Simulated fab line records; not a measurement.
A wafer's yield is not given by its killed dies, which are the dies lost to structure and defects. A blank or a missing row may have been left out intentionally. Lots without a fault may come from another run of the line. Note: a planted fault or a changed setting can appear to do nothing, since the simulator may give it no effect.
One fault seen from 2 desks -- flow n5-finfet -- only its own numbers are on each desk; what lay behind them is given at the end

TOOL OWNER'S DESK, rie-diel-05
The tool's own readings at N5_BEOL_M5_TRENCH_ETCH_37 (etches SiCOH lowk in C4F6/O2, target depth 71.652 nm, time 24.7 s): means of the sampled wafers that have a number, for each lot that ran on this tool. If a lot's mean is further than 4 standard deviations from the usual mean, the lot is out of limits and carries the mark OUT (the distance appears in the brackets).
Columns: A = bias-w at N5_BEOL_M5_TRENCH_ETCH_37, usual 185.0 W; B = drypump-motor-current-A at N5_BEOL_M5_TRENCH_ETCH_37, usual 5.9 A; C = mfc-ar-sccm at N5_BEOL_M5_TRENCH_ETCH_37, usual 300.0 sccm; D = oes-product-au at N5_BEOL_M5_TRENCH_ETCH_37, usual 0.76 a.u.; E = rf-vpp-V at N5_BEOL_M5_TRENCH_ETCH_37, usual 664 V; F = showerhead-plenum-p-Torr at N5_BEOL_M5_TRENCH_ETCH_37, usual 2.84 Torr; G = throttle-valve-pct at N5_BEOL_M5_TRENCH_ETCH_37, usual 20.97 %
lot,first seen here,A,B,C,D,E,F,G
L710,day 8 11:10,184.6,6.3,300.3,0.70,662,2.77,21.31
L718,day 10 19:31,185.0,6.1,300.1,0.70,673,2.82,20.87
L727,day 12 14:35,195.7 (+21) OUT,6.2,300.7,0.80,708 (+4.0) OUT,2.93,20.79
L728,day 13 06:00,196.2 (+22) OUT,6.1,300.1,0.80,708,2.93,20.80
This desk's verdict: out of limits on L727, L728, starting with L727 at day 12 14:35 (bias-w at N5_BEOL_M5_TRENCH_ETCH_37). In limits: L710, L718.

THE DEFECT DESK
Lot by lot, what the route's inspections counted, given as the mean of those sampled wafers with a number. If a lot's mean is further than 4 standard deviations from the usual mean, the lot is out of limits and carries the mark OUT (the distance appears in the brackets).
Columns: A = raw-defect-count at N5_BEOL_M5_INSPECT_13, usual 420
lot,first seen here,A
L710,day 8 09:59,419
L711,day 8 15:52,277
L715,day 9 10:53,454
L714,day 9 10:56,398
L716,day 9 20:50,318
L718,day 10 17:25,391
L721,day 11 00:38,448
L727,day 12 12:56,426
L728,day 13 04:28,371
L731,day 13 20:21,564
Finding of this desk: none of the 10 lots has anything out of limits.

TAKEN TOGETHER
At day 12 14:35, on L727, L728, the tool owner's desk was in a position to raise an alarm.
No out-of-limits result turned up at the defect desk.
The defect desk has L727, L728 on record, within its limits.
Every lot named ran N5_BEOL_M5_TRENCH_ETCH_37 on rie-diel-05.

WHAT THE SIMULATOR HAD INSERTED
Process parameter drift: rie-diel-05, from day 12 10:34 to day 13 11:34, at N5_BEOL_M5_TRENCH_ETCH_37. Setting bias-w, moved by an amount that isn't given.
Struck lots among those shown: L727, L728.
How many hours passed from the start of the fault until each desk's first out-of-limits reading: the tool owner's desk, 4.
